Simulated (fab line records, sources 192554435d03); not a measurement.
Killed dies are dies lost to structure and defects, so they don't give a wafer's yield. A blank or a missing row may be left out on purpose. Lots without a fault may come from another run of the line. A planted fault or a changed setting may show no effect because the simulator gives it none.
Split-lot experiment | flow n5_finfet | 7 lots, 21 wafers read, on a route of 1938 steps

THE SPLIT
At N5_BEOL_M10_PEB_26 (peb time 60 s), the setting peb_time_s was moved away from the recipe's 60 s on 4 of the 21 wafers read, by -12.3% to +14.7%. The other wafers ran this setting at the recipe's value.

FROM THE SPLIT TO THE READING: what the file shows between them, 1 step
- N5_BEOL_M10_DEVELOP_27: develop time 30 s

THE READING
cd_nm, in nm, at N5_BEOL_M10_CD_MEAS_28 (target cd 70 nm). Fault-free wafers of this fab line usually give 69.9 nm, standard deviation 1 nm.

wafer  | tool, chamber at the split | peb_time_s as run, s | against the recipe | cd_nm, nm | against lot-mates on the recipe
L080.1 | litho_track-03, 0          | 60                   | recipe             | 70.8      | -
L080.4 | litho_track-03, 0          | 60                   | recipe             | 70.9      | -
L080.5 | litho_track-03, 0          | 60                   | recipe             | 70.8      | -
L083.1 | litho_track-03, 0          | 60                   | recipe             | 69.1      | -
L083.4 | litho_track-03, 0          | 60                   | recipe             | 69.7      | -
L083.5 | litho_track-03, 0          | 60                   | recipe             | 68.8      | -
L085.3 | litho_track-05, 0          | 52.64                | -12.3%             | 64.2      | -5.3
L085.5 | litho_track-05, 0          | 60                   | recipe             | 69.5      | -
L085.6 | litho_track-05, 0          | 52.64                | -12.3%             | 61.9      | -7.6
L088.1 | litho_track-01, 0          | 60                   | recipe             | 69.8      | -
L088.2 | litho_track-01, 0          | 60                   | recipe             | 70.8      | -
L088.6 | litho_track-01, 0          | 60                   | recipe             | 68.8      | -
L087.1 | litho_track-03, 0          | 60                   | recipe             | 68.5      | -
L087.2 | litho_track-03, 0          | 55.59                | -7.3%              | 65.3      | -3.3
L087.6 | litho_track-03, 0          | 60                   | recipe             | 68.7      | -
L095.1 | litho_track-05, 0          | 60                   | recipe             | 69.5      | -
L095.3 | litho_track-05, 0          | 60                   | recipe             | 70.1      | -
L095.4 | litho_track-05, 0          | 60                   | recipe             | 68.2      | -
L096.3 | litho_track-05, 0          | 68.81                | +14.7%             | 75.3      | +4.5
L096.5 | litho_track-05, 0          | 60                   | recipe             | 70.9      | -
L096.6 | litho_track-05, 0          | 60                   | recipe             | 70.6      | -

THE FIT
A straight line over all 21 wafers: cd_nm changes by +0.482 nm for each +1% of peb_time_s; r = +0.93; the points scatter about the line by 1 nm.
The same after taking each lot's own level away (the mean of its wafers on the recipe; 21 wafers): +0.431 nm for each +1%; r = +0.95; scatter 0.8 nm.
On that fit, the largest move of peb_time_s shifts the reading by 6.3 nm.
The lots' own levels span 68.60 to 70.83 nm, that is 2.2 times the standard deviation above.
So the lot-to-lot level changes the slope: the two fits differ.
Check: with one of the wafers moved furthest among these (+14.7%) left out of the fit, the line predicts +7.57 nm for it against its lot-mates. It came out at +4.55 nm against them.

OTHER SPLITS ON THESE WAFERS
These wafers also went through other splits before the reading. Each is held against what the fit with the lots' levels taken away leaves over:
other split on the same wafers     | wafers away from the commonest value | r with cd_nm (lot level and that fit taken away)
N5_BEOL_M10_HM_DEP_02 target_thk_a | 5                                    | -0.36

THE FILE'S OWN FIT
cd_nm changes by +0.407 nm for each +1% of peb_time_s, r = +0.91.
